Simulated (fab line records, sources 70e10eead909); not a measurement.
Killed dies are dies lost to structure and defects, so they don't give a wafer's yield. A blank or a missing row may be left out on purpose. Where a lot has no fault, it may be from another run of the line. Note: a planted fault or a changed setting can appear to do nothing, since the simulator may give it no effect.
Which of the tools did it?	flow nandHarc	24 lots, 72 wafers sampled, at 6 steps of a route of 1159

WHAT EACH GAUGE READ, for each wafer
NHARC_A_STAIRCASE_INSPECT_155.
lot	measured	on	rawDefectCount
L075	day 14 02:09	defectInspect-01	166 271 194
L074	day 14 01:41	defectInspect-01	415 420 241
L076	day 14 11:04	defectInspect-01	338 679 282
L077	day 14 12:28	defectInspect-01	333 540 294
L079	day 14 17:13	defectInspect-01	742 378 490
L078	day 14 17:21	defectInspect-01	554 295 227
L080	day 15 08:25	defectInspect-02	246 277 382
L081	day 15 08:25	defectInspect-01	348 439 276
L082	day 16 02:13	defectInspect-02	239 400 396
L083	day 16 02:23	defectInspect-02	207 283 543
L085	day 16 04:44	defectInspect-01	416 535 504
L084	day 16 04:27	defectInspect-02	277 586 310
L086	day 16 14:07	defectInspect-01	473 401 654
L088	day 17 01:45	defectInspect-01	464 422 607
L087	day 17 01:42	defectInspect-02	426 298 291
L090	day 18 07:16	defectInspect-02	192 185 154
L091	day 18 08:14	defectInspect-02	403 256 317
L089	day 18 07:06	defectInspect-01	456 216 353
L092	day 18 09:46	defectInspect-01	423 564 397
L093	day 18 12:25	defectInspect-01	252 387 262
L094	day 18 18:53	defectInspect-01	275 307 257
L097	day 19 00:04	defectInspect-02	294 367 343
L095	day 19 00:17	defectInspect-02	280 318 319
L096	day 19 00:38	defectInspect-01	307 526 319

NHARC_A_SGD_CUT_INSPECT_11.
lot	measured	on	rawDefectCount
L075	day 14 02:56	defectInspect-01	3 10 2
L074	day 14 02:35	defectInspect-01	21 16 18
L076	day 14 11:59	defectInspect-02	9 9 6
L077	day 14 13:23	defectInspect-02	11 12 14
L079	day 14 18:07	defectInspect-01	8 14 11
L078	day 14 18:19	defectInspect-02	33 19 23
L080	day 15 09:29	defectInspect-01	29 36 26
L081	day 15 09:20	defectInspect-01	7 5 3
L082	day 16 03:00	defectInspect-01	8 7 11
L083	day 16 03:18	defectInspect-01	21 33 30
L085	day 16 05:39	defectInspect-01	7 9 7
L084	day 16 05:16	defectInspect-02	32 23 24
L086	day 16 15:04	defectInspect-02	13 10 13
L088	day 17 02:47	defectInspect-01	30 38 41
L087	day 17 02:37	defectInspect-02	33 31 27
L090	day 18 08:13	defectInspect-01	2 7 8
L091	day 18 09:10	defectInspect-01	21 27 25
L089	day 18 07:53	defectInspect-01	35 36 34
L092	day 18 10:58	defectInspect-02	35 28 31
L093	day 18 13:13	defectInspect-01	7 10 12
L094	day 18 19:40	defectInspect-01	5 9 10
L097	day 19 01:05	defectInspect-01	35 29 28
L095	day 19 01:14	defectInspect-02	6 8 12
L096	day 19 01:33	defectInspect-01	13 15 11

TOOL THAT RAN EACH LOT (tool first, then ch and the chambers of the sampled wafers, then the start)
lot	NHARC_A_STAIRCASE_ETCH_294	NHARC_A_STAIRCASE_ETCH_313	NHARC_A_STAIRCASE_STRIP_476	NHARC_A_STAIRCASE_DEP_325
L075	rieDiel-07 ch 0,2,3, day 12 03:32 or earlier	rieDiel-01 ch 1,3, day 12 03:32	rieDiel-02 ch 0,3, day 12 07:40	pecvd-04 ch 0,2, day 13 12:43
L074	rieDiel-07 ch 0,2, day 12 04:59 or earlier	rieDiel-01 ch 0,1,3, day 12 04:59	rieDiel-01 ch 0,2, day 12 09:44	pecvd-01 ch 0,1, day 13 12:41
L076	rieDiel-01 ch 0,1,3, day 12 06:39 or earlier	rieDiel-01 ch 0,2, day 12 06:39	rieDiel-01 ch 1,2, day 12 10:43	pecvd-03 ch 0,2, day 13 19:41
L077	rieDiel-02 ch 1,2, day 12 12:23 or earlier	rieDiel-01 ch 0,1,2, day 12 12:23	rieDiel-01 ch 0,1, day 12 16:18	pecvd-04 ch 0,1,2, day 13 19:52
L079	rieDiel-02 ch 1,3, day 12 18:51 or earlier	rieDiel-01 ch 1,3, day 12 18:51	rieDiel-07 ch 1,2,3, day 12 22:49	pecvd-01 ch 0,1,2, day 14 02:30
L078	rieDiel-07 ch 0,2,3, day 12 20:30 or earlier	rieDiel-02 ch 1,2,3, day 12 20:30	rieDiel-01 ch 1,2, day 13 00:26	pecvd-04 ch 0,2, day 14 02:31
L080	rieDiel-02 ch 0,1,2, day 13 08:17 or earlier	rieDiel-01 ch 0,2,3, day 13 08:17	rieDiel-01 ch 0,1,3, day 13 12:22	pecvd-04 ch 0,1,2, day 14 18:23
L081	rieDiel-01 ch 0,1, day 13 10:02 or earlier	rieDiel-01 ch 1,2, day 13 10:02	rieDiel-07 ch 0,3, day 13 14:04	pecvd-01 ch 0,1, day 14 18:23
L082	rieDiel-01 ch 0,2,3, day 14 02:49 or earlier	rieDiel-02 ch 0,1,3, day 14 02:49	rieDiel-02 ch 0,1,2, day 14 06:59	pecvd-04 ch 0,1, day 15 13:23
L083	rieDiel-07 ch 0,2,3, day 14 03:10 or earlier	rieDiel-02 ch 0,1,3, day 14 03:10	rieDiel-02 ch 1,2,3, day 14 07:54	pecvd-03 ch 0,1,2, day 15 13:23
L085	rieDiel-01 ch 1,3, day 14 03:29 or earlier	rieDiel-02 ch 0,1, day 14 03:29	rieDiel-02 ch 0,1,2, day 14 08:08	pecvd-01 ch 0,1,2, day 15 13:58
L084	rieDiel-02 ch 0,1, day 14 05:11 or earlier	rieDiel-02 ch 1,2,3, day 14 05:11	rieDiel-07 ch 0,1,3, day 14 09:24	pecvd-01 ch 0,1,2, day 15 13:34
L086	rieDiel-02 ch 1,2,3, day 14 18:08 or earlier	rieDiel-01 ch 1,2, day 14 18:08	rieDiel-01 ch 0,2,3, day 14 22:06	pecvd-01 ch 0,1, day 16 01:28
L088	rieDiel-01 ch 1,2,3, day 14 22:31 or earlier	rieDiel-01 ch 1,2,3, day 14 22:31	rieDiel-01 ch 1,2,3, day 15 03:58	pecvd-03 ch 0,1, day 16 12:40
L087	rieDiel-01 ch 2,3, day 15 01:05 or earlier	rieDiel-01 ch 0,1,2, day 15 01:05	rieDiel-01 ch 0,3, day 15 05:19	pecvd-04 ch 1,2, day 16 12:30
L090	rieDiel-01 ch 0,1, day 16 04:05 or earlier	rieDiel-01 ch 0,1, day 16 04:05	rieDiel-01 ch 0,2, day 16 08:02	pecvd-03 ch 0,1, day 17 14:40
L091	rieDiel-02 ch 0,3, day 16 05:26 or earlier	rieDiel-07 ch 0,1,3, day 16 05:26	rieDiel-02 ch 1,2, day 16 09:31	pecvd-04 ch 0,1,2, day 17 15:31
L089	rieDiel-07 ch 1,2,3, day 16 05:55 or earlier	rieDiel-01 ch 0,2,3, day 16 05:55	rieDiel-02 ch 2,3, day 16 10:07	pecvd-01 ch 0,1,2, day 17 14:56
L092	rieDiel-02 ch 1,2,3, day 16 07:20 or earlier	rieDiel-07 ch 0,1,3, day 16 07:20	rieDiel-01 ch 1,2,3, day 16 11:25	pecvd-04 ch 0,1,2, day 17 14:40
L093	rieDiel-02 ch 1,3, day 16 11:08 or earlier	rieDiel-01 ch 1,2, day 16 11:08	rieDiel-01 ch 0,3, day 16 17:12	pecvd-04 ch 1,2, day 17 22:04
L094	rieDiel-02 ch 0,2,3, day 16 19:11 or earlier	rieDiel-07 ch 1,2,3, day 16 19:11	rieDiel-01 ch 0,1,3, day 16 23:11	pecvd-01 ch 0,1,2, day 18 03:53
L097	rieDiel-01 ch 1,3, day 17 02:38 or earlier	rieDiel-02 ch 0,2,3, day 17 02:38	rieDiel-02 ch 1,2, day 17 06:40	pecvd-01 ch 0,1,2, day 18 09:49
L095	rieDiel-02 ch 0,1,3, day 17 02:49 or earlier	rieDiel-01 ch 2,3, day 17 02:49	rieDiel-01 ch 1,2, day 17 08:06	pecvd-03 ch 1,2, day 18 09:43
L096	rieDiel-01 ch 0,1,3, day 17 05:46 or earlier	rieDiel-01 ch 0,2,3, day 17 05:46	rieDiel-02 ch 0,2,3, day 17 09:46	pecvd-04 ch 0,1,2, day 18 09:51
- NHARC_A_STAIRCASE_ETCH_294: etches the open film in C4F8/O2/Ar, target depth 4992 nm, time 1212.4 s.
- NHARC_A_STAIRCASE_ETCH_313: etches the open film in CF4/CHF3.
- NHARC_A_STAIRCASE_STRIP_476: strips in O2, time 20 s.
- NHARC_A_STAIRCASE_DEP_325: deposits SiO2, target thk 3800 nm.

WHAT THE TOOLS THEMSELVES READ (means of the sampled wafers that have a number; where no wafer has one, the mark that the record gives instead)
NHARC_A_STAIRCASE_ETCH_294.
lot	tool	oesProductAu (a.u.)	rfVppV (V)
L075	rieDiel-07	0.942	1835
L074	rieDiel-07	0.935	1830
L076	rieDiel-01	0.944	1818
L077	rieDiel-02	0.935	1829
L079	rieDiel-02	0.942	1824
L078	rieDiel-07	0.948	1835
L080	rieDiel-02	0.924	1824
L081	rieDiel-01	0.940	1823
L082	rieDiel-01	0.928	1815
L083	rieDiel-07	0.936	1834
L085	rieDiel-01	0.926	1812
L084	rieDiel-02	0.940	1822
L086	rieDiel-02	0.941	1826
L088	rieDiel-01	0.933	1823
L087	rieDiel-01	0.959	1836
L090	rieDiel-01	0.935	1822
L091	rieDiel-02	0.929	1818
L089	rieDiel-07	0.954	1832
L092	rieDiel-02	0.943	1825
L093	rieDiel-02	0.937	1823
L094	rieDiel-02	0.923	1822
L097	rieDiel-01	0.924	1812
L095	rieDiel-02	0.939	1820
L096	rieDiel-01	0.944	1816

NHARC_A_STAIRCASE_ETCH_313.
lot	tool	drypumpMotorCurrentA (A)	oesProductAu (a.u.)	rfVppV (V)	showerheadPlenumPTorr (Torr)	throttleValvePct (%)
L075	rieDiel-01	5.76	0.959	368.7	1.49	16.798
L074	rieDiel-01	5.66	0.956	368.5	1.52	16.805
L076	rieDiel-01	5.67	0.938	368.0	1.50	16.808
L077	rieDiel-01	5.57	0.940	368.3	1.51	16.801
L079	rieDiel-01	5.73	0.922	368.1	1.49	16.805
L078	rieDiel-02	5.74	0.917	371.0	1.57	16.807
L080	rieDiel-01	5.77	0.931	368.1	1.51	16.796
L081	rieDiel-01	5.57	0.937	367.6	1.47	16.802
L082	rieDiel-02	5.81	0.925	369.5	1.54	16.795
L083	rieDiel-02	5.80	0.932	369.5	1.54	16.804
L085	rieDiel-02	6.05	0.930	369.1	1.53	16.802
L084	rieDiel-02	5.74	0.927	369.9	1.57	16.801
L086	rieDiel-01	5.59	0.990	372.9	1.63	16.806
L088	rieDiel-01	5.65	0.927	369.5	1.56	16.800
L087	rieDiel-01	5.58	0.927	371.1	1.59	16.807
L090	rieDiel-01	5.56	0.928	369.6	1.55	16.802
L091	rieDiel-07	5.78	0.938	371.4	1.62	16.805
L089	rieDiel-01	5.77	0.938	371.2	1.59	16.810
L092	rieDiel-07	5.78	0.984	371.7	1.62	16.807
L093	rieDiel-01	5.47	0.958	369.0	1.55	16.802
L094	rieDiel-07	5.94	0.979	371.6	1.60	16.813
L097	rieDiel-02	5.68	0.915	370.3	1.54	16.801
L095	rieDiel-01	5.86	0.950	369.8	1.55	16.807
L096	rieDiel-01	5.77	0.920	370.8	1.58	16.807

NHARC_A_STAIRCASE_STRIP_476.
lot	tool	drypumpMotorCurrentA (A)	oesProductAu (a.u.)	rfVppV (V)	showerheadPlenumPTorr (Torr)	throttleValvePct (%)
L075	rieDiel-02	5.77	1.001	57.5	3.42	17.031
L074	rieDiel-01	5.71	1.012	58.4	3.46	17.038
L076	rieDiel-01	5.50	1.007	57.7	3.31	17.032
L077	rieDiel-01	5.47	1.020	56.9	3.40	17.035
L079	rieDiel-07	5.91	1.008	57.9	3.61	17.033
L078	rieDiel-01	5.62	1.011	57.6	3.29	17.038
L080	rieDiel-01	5.67	1.009	57.1	3.41	17.033
L081	rieDiel-07	5.98	1.009	58.7	3.67	17.031
L082	rieDiel-02	5.98	1.005	57.6	3.48	17.032
L083	rieDiel-02	5.74	1.003	59.0	3.51	17.030
L085	rieDiel-02	5.98	1.002	57.7	3.48	17.039
L084	rieDiel-07	5.79	1.006	57.2	3.64	17.031
L086	rieDiel-01	5.79	1.003	57.4	3.56	17.035
L088	rieDiel-01	5.69	1.010	57.4	3.48	17.026
L087	rieDiel-01	5.77	1.002	57.6	3.47	17.035
L090	rieDiel-01	5.70	1.006	57.7	3.62	17.044
L091	rieDiel-02	5.91	0.998	56.9	3.53	17.035
L089	rieDiel-02	5.44	0.991	57.9	3.49	17.040
L092	rieDiel-01	5.68	1.002	58.4	3.48	17.040
L093	rieDiel-01	5.77	1.005	57.5	3.46	17.033
L094	rieDiel-01	5.67	0.994	57.9	3.39	17.035
L097	rieDiel-02	6.06	1.000	56.9	3.50	17.037
L095	rieDiel-01	5.64	0.993	58.8	3.63	17.043
L096	rieDiel-02	5.68	0.989	57.9	3.46	17.038

NHARC_A_STAIRCASE_DEP_325.
lot	tool	heaterPowerW (W)
L075	pecvd-04	653
L074	pecvd-01	696
L076	pecvd-03	571
L077	pecvd-04	609
L079	pecvd-01	627
L078	pecvd-04	682
L080	pecvd-04	667
L081	pecvd-01	602
L082	pecvd-04	625
L083	pecvd-03	623
L085	pecvd-01	611
L084	pecvd-01	603
L086	pecvd-01	653
L088	pecvd-03	639
L087	pecvd-04	673
L090	pecvd-03	634
L091	pecvd-04	605
L089	pecvd-01	689
L092	pecvd-04	737
L093	pecvd-04	686
L094	pecvd-01	637
L097	pecvd-01	642
L095	pecvd-03	644
L096	pecvd-04	704

THE ANSWER, worked out from the rows above alone
Rule: the usual values come from the lots themselves. The widest of any qualifying gaps counts: lots, ordered by their means at a reading, are off when they make up no more than a third of the lots, leave a main group of 4 or more, and stand apart from it by 3 or more times the standard deviation of that group's means. The tables above print the reading to a certain number of digits; a main group whose means all agree to those digits is not used. A lot without any number at a reading at which 4 lots or more have one is off too. The other lots that the step has rows for count as sound. First the gauges in route order, then the tools' own readings, where a lot's mean is used as printed above. At the first step where some lot is off, the reading lying furthest off is the one used; lots without a number count as furthest.
Across all readings shown, no lot is off: no conclusion can be drawn from this.

WHAT THE SIMULATOR HAD INSERTED
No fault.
